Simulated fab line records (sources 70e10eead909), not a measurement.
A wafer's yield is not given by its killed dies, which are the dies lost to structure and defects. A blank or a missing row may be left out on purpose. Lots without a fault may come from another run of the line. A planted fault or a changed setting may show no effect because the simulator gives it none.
Matching of chambers -- flow nand-harc -- NHARC_P_ZERO_WELL_ETCH_63 on rie-si-06 has 4 sister chambers
The step etches the open film in HBr/Cl2, target depth 120 nm, time 40.1 s. 14 wafers are shown with their chamber, then 7 later ones without.

WAFERS WITH THEIR CHAMBER
wafer,chamber,drypump-motor-current-A (A),oes-product-au (a.u.),throttle-valve-pct (%)
L076.4,1,5.8,0.992,26.403
L076.5,0,5.7,0.983,26.402
L076.6,3,6.4,0.992,26.396
L077.1,1,5.8,0.985,26.390
L077.3,0,5.7,0.986,26.406
L077.5,0,5.7,0.993,26.387
L078.2,2,4.8,0.985,26.410
L078.4,0,5.8,0.985,26.421
L078.5,1,5.8,0.977,26.398
L080.4,2,4.8,1.000,26.406
L080.5,1,5.8,0.983,26.411
L080.6,0,5.7,0.991,26.402
L082.1,1,5.7,0.994,26.407
L082.2,3,6.4,1.000,26.404

SIGNATURES, as means of the wafers listed above
reading,chamber 0,chamber 1,chamber 2,chamber 3,scatter within a chamber
drypump-motor-current-A,5.720,5.780,4.800,6.400,0.04
oes-product-au,0.98760,0.98620,0.99250,0.99600,0.00638
throttle-valve-pct,26.40360,26.40180,26.40800,26.40000,0.00947
Rule: for a wafer and a chamber, the distance is found by dividing, reading by reading, the gap between the wafer's reading and the chamber's mean by the reading's scatter, squaring, summing and taking the root. The wafer belongs to the nearest chamber; if the next one is less than 2 further off, it can't be placed. The scatter: take each reading less its chamber's mean, square it, sum over the shown wafers, divide by the number of wafers less the number of chambers, and take the root.

WAFERS WHOSE CHAMBER IS MISSING
wafer,drypump-motor-current-A (A),oes-product-au (a.u.),throttle-valve-pct (%)
L082.4,5.7,0.986,26.398
L085.1,5.7,0.994,26.413
L085.2,6.4,0.991,26.407
L085.5,5.7,0.997,26.416
L087.1,5.8,0.989,26.403
L087.2,4.8,1.002,26.403
L087.6,6.4,0.992,26.416

EACH ONE'S CHAMBER
wafer,from the rows above,in truth
L082.4,can't be placed: 0 or 1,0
L085.1,can't be placed: 0 or 1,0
L085.2,3,3
L085.5,can't be placed: 0 or 1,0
L087.1,can't be placed: 1 or 0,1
L087.2,2,2
L087.6,3,3
Correctly placed: 3 of 7. These rows do not allow placing 4 (true chamber among the candidates in 4). Number placed wrongly: 0.
